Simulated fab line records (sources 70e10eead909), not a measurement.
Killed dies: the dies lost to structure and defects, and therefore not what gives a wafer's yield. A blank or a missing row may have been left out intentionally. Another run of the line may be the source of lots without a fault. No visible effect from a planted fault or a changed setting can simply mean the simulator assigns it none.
Tool commonality check	flow nand harc	Lots sampled 12, wafers sampled 39

## WHY THIS WAS OPENED
On 1 of the 12 lots, a flag is raised at NHARC_P_ZERO_WELL_CD_MEAS_24 on the reading cd nm. Fault-free wafers read 720.0 nm, with a standard deviation of 1.9.
Rule: a lot is flagged in two cases, either no wafer of it has a number, or all its wafers with numbers fall more than 4 standard deviations from that mean. The rest of the lots are taken to be sound.

lot	measured	on	cd nm (nm), wafer by wafer	flag
L168	day 2 08:28	cd sem-02	721.7 721.8 721.3	
L170	day 3 04:28	cd sem-03	720.5 723.0 723.5	
L172	day 4 01:18	cd sem-03	692.3 696.2 694.9 692.3 696.3 694.7	FLAGGED
L181	day 7 18:29	cd sem-03	718.5 719.4 719.1	
L182	day 8 04:22	cd sem-01	717.2 717.5 717.6	
L183	day 8 14:38	cd sem-01	718.2 718.6 717.4	
L184	day 9 00:27	cd sem-03	720.4 719.0 720.9	
L185	day 9 12:27	cd sem-02	724.5 721.1 721.4	
L186	day 9 20:36	cd sem-03	718.2 721.5 723.1	
L188	day 10 16:47	cd sem-03	721.5 719.9 721.5	
L189	day 11 02:26	cd sem-01	718.6 717.3 722.2	
L190	day 11 12:35	cd sem-01	721.8 717.2 719.8	
The mean of the flagged lots' numbers is 694.5 nm, -25.5 nm from the usual (-13 standard deviations).

## WHICH TOOL RAN EACH LOT
Before the reading, the record contains 2 process steps out of a 1302-step route. Read each cell as the tool, then ch plus the chambers that the sampled wafers visited, then the start.
lot	flag	NHARC_P_ZERO_WELL_ETCH_62	NHARC_P_ZERO_WELL_EXPOSE_21
L168		rie diel-05 ch 0,1,2, day 2 08:19 or earlier	krf scanner-03 ch 0, day 2 08:19
L170		rie diel-05 ch 0,2,3, day 3 04:18 or earlier	krf scanner-04 ch 0, day 3 04:18
L172	FLAGGED	rie diel-04 ch 0,2,3, day 4 01:09 or earlier	krf scanner-01 ch 0, day 4 01:09
L181		rie diel-01 ch 1,2,3, day 7 18:20 or earlier	krf scanner-03 ch 0, day 7 18:20
L182		rie diel-05 ch 0,3, day 8 04:13 or earlier	krf scanner-03 ch 0, day 8 04:13
L183		rie diel-01 ch 1,3, day 8 14:29 or earlier	krf scanner-03 ch 0, day 8 14:29
L184		rie diel-01 ch 1,3, day 9 00:17 or earlier	krf scanner-03 ch 0, day 9 00:17
L185		rie diel-04 ch 0,2, day 9 12:17 or earlier	krf scanner-01 ch 0, day 9 12:17
L186		rie diel-04 ch 0,2,3, day 9 20:27 or earlier	krf scanner-04 ch 0, day 9 20:27
L188		rie diel-04 ch 0,3, day 10 16:38 or earlier	krf scanner-01 ch 0, day 10 16:38
L189		rie diel-04 ch 0,3, day 11 02:16 or earlier	krf scanner-01 ch 0, day 11 02:16
L190		rie diel-04 ch 0,2,3, day 11 12:26 or earlier	krf scanner-04 ch 0, day 11 12:26
What is done by these steps:
- NHARC_P_ZERO_WELL_ETCH_62: etches the open film in CHF3/Ar, target depth 13 nm, time 6.5 s.
- NHARC_P_ZERO_WELL_EXPOSE_21: exposes mask P NWELL, target cd 720 nm.
- NHARC_P_ZERO_WELL_CD_MEAS_24: target cd 720 nm.

## FLAGGED AGAINST TOTAL, ONE TOOL AT A TIME (gauges that did the reading follow at the end)
step	tool	lots run	flagged	share of the flagged lots	sound lots run after its first flagged lot
NHARC_P_ZERO_WELL_ETCH_62	rie diel-01	3	0	none	-
NHARC_P_ZERO_WELL_ETCH_62	rie diel-04	6	1	all	5 (L185,L186,L188,L189,L190)
NHARC_P_ZERO_WELL_ETCH_62	rie diel-05	3	0	none	-
NHARC_P_ZERO_WELL_EXPOSE_21	krf scanner-01	4	1	all	3 (L185,L188,L189)
NHARC_P_ZERO_WELL_EXPOSE_21	krf scanner-03	5	0	none	-
NHARC_P_ZERO_WELL_EXPOSE_21	krf scanner-04	3	0	none	-
NHARC_P_ZERO_WELL_CD_MEAS_24	cd sem-01	4	0	none	-
NHARC_P_ZERO_WELL_CD_MEAS_24	cd sem-02	2	0	none	-
NHARC_P_ZERO_WELL_CD_MEAS_24	cd sem-03	6	1	all	4 (L181,L184,L186,L188)
NHARC_P_ZERO_WELL_ETCH_62: start missing for some lots; hours and lot order therefore follow NHARC_P_ZERO_WELL_EXPOSE_21.

## WHAT THE TABLE PERMITS
Rows of the table that ran every flagged lot, 3 in all: rie diel-04 at NHARC_P_ZERO_WELL_ETCH_62, krf scanner-01 at NHARC_P_ZERO_WELL_EXPOSE_21, cd sem-03 at NHARC_P_ZERO_WELL_CD_MEAS_24.
- rie diel-04 at NHARC_P_ZERO_WELL_ETCH_62 ran 6 lots, 1 of them flagged. After the first flagged lot (L185, L186, L188, L189, L190), sound lots still ran on it; a lasting fault on the whole tool would not permit that.
- krf scanner-01 at NHARC_P_ZERO_WELL_EXPOSE_21 ran 4 lots, 1 of them flagged. After the first flagged lot (L185, L188, L189), sound lots still ran on it; a lasting fault on the whole tool would not permit that.
- cd sem-03 at NHARC_P_ZERO_WELL_CD_MEAS_24 ran 6 lots, 1 of them flagged. After the first flagged lot (L181, L184, L186, L188), sound lots still ran on it; a lasting fault on the whole tool would not permit that.
None of the table's rows ran every flagged lot and, after the first, no sound lot.

## WHAT THE SIMULATOR HAD INSERTED
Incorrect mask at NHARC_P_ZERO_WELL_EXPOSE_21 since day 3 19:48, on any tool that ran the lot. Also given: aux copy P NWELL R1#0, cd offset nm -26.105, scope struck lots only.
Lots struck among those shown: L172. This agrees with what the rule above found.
